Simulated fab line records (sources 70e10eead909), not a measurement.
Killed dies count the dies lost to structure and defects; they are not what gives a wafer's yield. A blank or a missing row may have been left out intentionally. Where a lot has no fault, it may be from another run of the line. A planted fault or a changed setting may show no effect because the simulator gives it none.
Chamber matching	flow nandHarc	aldHk-01 running NHARC_A_STAIRCASE_ALD_420: 4 sister chambers
The step deposits SiO2, target thk 20 nm, pulse time 6 s, ald cycles 200. 4 wafers are shown with their chamber, then 10 later ones without.

## WAFERS WITH THEIR CHAMBER
wafer	chamber	heaterPowerW (W)
L084.6	3	486
L087.5	2	538
L092.1	0	465
L092.4	1	454

## WAFERS WITH NO CHAMBER GIVEN
wafer	heaterPowerW (W)
L092.5	511
L090.2	451
L090.4	455
L090.5	464
L091.3	535
L091.4	442
L091.5	521
L093.1	497
L093.2	451
L093.5	520

## THE CHAMBER EACH PASSED THROUGH
wafer	from the rows above	in truth
L092.5	can't be placed: 3 or 2 or 0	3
L090.2	can't be placed: 1 or 0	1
L090.4	can't be placed: 1 or 0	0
L090.5	can't be placed: 0 or 1 or 3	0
L091.3	2	2
L091.4	can't be placed: 1 or 0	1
L091.5	can't be placed: 2 or 3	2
L093.1	can't be placed: 3 or 0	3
L093.2	can't be placed: 1 or 0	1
L093.5	can't be placed: 2 or 3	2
Correct placement for 1 of the 10. Can't be placed from these rows: 9 (the true chamber is among the candidates in 9). Wrongly placed: 0.
How it was worked out, from the rows above alone: a wafer's distance from a chamber is the root of the sum, over the readings, of the square of ((its reading less the chamber's mean) divided by the reading's scatter). If the next closest chamber is less than 2 further off than the closest, the wafer can't be placed; otherwise it belongs to the closest. Each chamber's mean is taken over the wafers shown for it. The scatter: with one shown wafer a chamber, the root of the mean of the squares of how far each hidden wafer lies from its nearest shown one.
